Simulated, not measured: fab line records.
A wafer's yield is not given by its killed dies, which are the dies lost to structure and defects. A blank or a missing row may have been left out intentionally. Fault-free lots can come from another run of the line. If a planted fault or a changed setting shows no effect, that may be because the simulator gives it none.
Matching of chambers || flow n5 finfet || cmp-04 running N5_BEOL_M4_CMP_52: 4 sister chambers
The step polishes, stops on SiOC, t overpolish 6.8 s, target thk 40 nm. 8 wafers are shown with their chamber, then 12 later ones without.

## EACH WAFER AND ITS CHAMBER
{"wafer": "L089.2", "chamber": 2, "motor current A (A)": 6.8, "time to endpoint s (s)": 61}
{"wafer": "L089.4", "chamber": 1, "motor current A (A)": 6.0, "time to endpoint s (s)": 65}
{"wafer": "L088.1", "chamber": 0, "motor current A (A)": 5.6, "time to endpoint s (s)": 70}
{"wafer": "L088.2", "chamber": 3, "motor current A (A)": 5.8, "time to endpoint s (s)": 68}
{"wafer": "L088.3", "chamber": 1, "motor current A (A)": 5.9, "time to endpoint s (s)": 67}
{"wafer": "L091.2", "chamber": 2, "motor current A (A)": 7.1, "time to endpoint s (s)": 60}
{"wafer": "L091.3", "chamber": 3, "motor current A (A)": 6.2, "time to endpoint s (s)": 67}
{"wafer": "L091.6", "chamber": 0, "motor current A (A)": 5.8, "time to endpoint s (s)": 65}

## WAFERS WHOSE CHAMBER IS MISSING
{"wafer": "L092.2", "motor current A (A)": 5.8, "time to endpoint s (s)": 67}
{"wafer": "L092.3", "motor current A (A)": 5.5, "time to endpoint s (s)": 70}
{"wafer": "L092.4", "motor current A (A)": 7.3, "time to endpoint s (s)": 64}
{"wafer": "L093.1", "motor current A (A)": 5.8, "time to endpoint s (s)": 63}
{"wafer": "L093.2", "motor current A (A)": 5.9, "time to endpoint s (s)": 63}
{"wafer": "L093.5", "motor current A (A)": 7.0, "time to endpoint s (s)": 59}
{"wafer": "L095.1", "motor current A (A)": 7.1, "time to endpoint s (s)": 60}
{"wafer": "L095.3", "motor current A (A)": 5.9, "time to endpoint s (s)": 64}
{"wafer": "L095.4", "motor current A (A)": 5.5, "time to endpoint s (s)": 67}
{"wafer": "L097.2", "motor current A (A)": 6.7, "time to endpoint s (s)": 63}
{"wafer": "L097.4", "motor current A (A)": 6.0, "time to endpoint s (s)": 64}
{"wafer": "L097.5", "motor current A (A)": 5.9, "time to endpoint s (s)": 64}

## WHICH CHAMBER EACH WENT THROUGH
{"wafer": "L092.2", "from the rows above": "can't be placed: 0 or 1 or 3", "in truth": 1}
{"wafer": "L092.3", "from the rows above": "can't be placed: 0 or 3 or 1", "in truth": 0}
{"wafer": "L092.4", "from the rows above": 2, "in truth": 2}
{"wafer": "L093.1", "from the rows above": "can't be placed: 1 or 0 or 3", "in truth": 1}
{"wafer": "L093.2", "from the rows above": "can't be placed: 1 or 3 or 0", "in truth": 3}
{"wafer": "L093.5", "from the rows above": 2, "in truth": 2}
{"wafer": "L095.1", "from the rows above": 2, "in truth": 2}
{"wafer": "L095.3", "from the rows above": "can't be placed: 1 or 3 or 0", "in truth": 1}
{"wafer": "L095.4", "from the rows above": "can't be placed: 0 or 1 or 3", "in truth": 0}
{"wafer": "L097.2", "from the rows above": 2, "in truth": 2}
{"wafer": "L097.4", "from the rows above": "can't be placed: 1 or 3 or 0", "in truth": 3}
{"wafer": "L097.5", "from the rows above": "can't be placed: 1 or 3 or 0", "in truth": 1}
Placed correctly: 4 of 12. Unplaceable from these rows: 8, with the true chamber sitting among the candidates in 8. Wrongly placed: 0.
How it was worked out, from the rows above alone: a wafer's distance from a chamber is the root of the sum, over the readings, of the square of ((its reading less the chamber's mean) divided by the reading's scatter). The wafer belongs to the nearest chamber; if the next one is less than 2 further off, it can't be placed. A chamber's mean is the mean of its shown wafers. How the scatter is found: for the shown wafers, subtract from each reading the mean of its chamber, square and add these, divide the total by (wafers less chambers), then take the root.
